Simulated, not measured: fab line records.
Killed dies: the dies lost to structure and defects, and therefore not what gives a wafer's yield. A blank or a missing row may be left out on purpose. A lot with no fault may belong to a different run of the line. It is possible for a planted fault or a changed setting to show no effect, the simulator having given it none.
Split-lot trial    flow n5Finfet    on a route of 1938 steps: 7 lots, 39 wafers read

## THE SPLIT
At N5_MIM_BOT_LITHO_DEVELOP_07 (develop time 60 s), the setting developTimeS was moved away from the recipe's 60 s on 15 of the 39 wafers read, by -42.2% to +53.9%. All remaining wafers had this setting at the recipe value.

## FROM SPLIT TO READING: 1 step shown by the file between the two
- N5_MIM_BOT_LITHO_HARDBAKE_09: time 120 s

## THE READING
cdNm at N5_MIM_BOT_LITHO_CD_MEAS_08, given in nm (cd target 3000 nm). Fault-free wafers of this fab line usually give 3000.0 nm, standard deviation 1.4 nm.

wafer   tool, chamber at the split  developTimeS as run, s  against the recipe  cdNm, nm  against lot-mates on the recipe
L080.1  lithoTrack-04, 0            34.67                   -42.2%              2988.7    -10.5
L080.2  lithoTrack-04, 0            60                      recipe              2999.2    -
L080.3  lithoTrack-04, 0            34.67                   -42.2%              2987.5    -11.7
L080.4  lithoTrack-04, 0            60                      recipe              3000.5    -
L080.5  lithoTrack-04, 0            60                      recipe              2998.0    -
L080.6  lithoTrack-04, 0            34.67                   -42.2%              2988.9    -10.3
L081.1  lithoTrack-04, 0            88.91                   +48.2%              3008.8    +8.1
L081.2  lithoTrack-04, 0            88.91                   +48.2%              3006.4    +5.7
L081.3  lithoTrack-04, 0            60                      recipe              3002.1    -
L081.4  lithoTrack-04, 0            60                      recipe              2999.9    -
L081.5  lithoTrack-04, 0            60                      recipe              3000.1    -
L081.6  lithoTrack-04, 0            88.91                   +48.2%              3008.2    +7.5
L083.1  lithoTrack-02, 0            92.33                   +53.9%              3007.7    +7.6
L083.2  lithoTrack-02, 0            60                      recipe              2999.9    -
L083.3  lithoTrack-02, 0            92.33                   +53.9%              3007.8    +7.7
L083.4  lithoTrack-02, 0            60                      recipe              3000.1    -
L083.5  lithoTrack-02, 0            60                      recipe              3000.2    -
L083.6  lithoTrack-02, 0            92.33                   +53.9%              3007.1    +7.0
L085.1  lithoTrack-04, 0            60                      recipe              2999.1    -
L085.2  lithoTrack-04, 0            60                      recipe              2999.8    -
L085.3  lithoTrack-04, 0            37.01                   -38.3%              2990.8    -8.4
L085.4  lithoTrack-04, 0            37.01                   -38.3%              2988.0    -11.2
L085.5  lithoTrack-04, 0            37.01                   -38.3%              2989.8    -9.4
L085.6  lithoTrack-04, 0            60                      recipe              2998.7    -
L087.1  lithoTrack-04, 0            60                      recipe              2999.3    -
L087.2  lithoTrack-04, 0            60                      recipe              2998.2    -
L087.3  lithoTrack-04, 0            60                      recipe              2999.3    -
L087.4  lithoTrack-04, 0            60                      recipe              3001.6    -
L087.5  lithoTrack-04, 0            60                      recipe              2999.0    -
L087.6  lithoTrack-04, 0            60                      recipe              3000.6    -
L091.1  lithoTrack-01, 0            60                      recipe              3001.0    -
L091.2  lithoTrack-01, 0            60                      recipe              3001.0    -
L091.3  lithoTrack-01, 0            60                      recipe              3001.0    -
L091.4  lithoTrack-01, 0            81.76                   +36.3%              3009.0    +8.0
L091.5  lithoTrack-01, 0            81.76                   +36.3%              3007.2    +6.2
L091.6  lithoTrack-01, 0            81.76                   +36.3%              3007.2    +6.2
L092.1  lithoTrack-04, 0            60                      recipe              2997.0    -
L092.4  lithoTrack-04, 0            60                      recipe              2997.9    -
L092.6  lithoTrack-04, 0            60                      recipe              2999.0    -

THE FIT
A straight line over all 39 wafers: cdNm changes by +0.206 nm for each +1% of developTimeS; r = +0.96; the points scatter about the line by 1.7 nm.
The same after taking each lot's own level away (the mean of its wafers on the recipe; 39 wafers): +0.191 nm for each +1%; r = +0.96; scatter 1.5 nm.
The reading moves by 10 nm for the largest change in developTimeS, on that fit.
The lots' own levels span 2997.97 to 3001.00 nm, that is 2.2 times the standard deviation above.
The two slopes are in agreement: the lot-to-lot level therefore moves the slope only a little.
Check: with one of the wafers moved furthest among these (+53.9%) left out of the fit, the line predicts +9.71 nm for it against its lot-mates. It came out at +7.63 nm against them.

## THE OTHER SPLITS THESE WAFERS WENT THROUGH
Note: prior to the reading, these wafers also went through further splits. Each is held against what the fit with the lots' levels taken away leaves over:
other split on the same wafers    wafers away from the commonest value  r with cdNm (lot level and that fit taken away)
N5_BEOL_M7_ILD_DEP_00 targetThkA  18                                    +0.20
N5_BEOL_M11_DESCUM_16 timeS       15                                    -0.06

## THE FILE'S OWN FIT
cdNm changes by +0.186 nm for each +1% of developTimeS, r = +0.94.
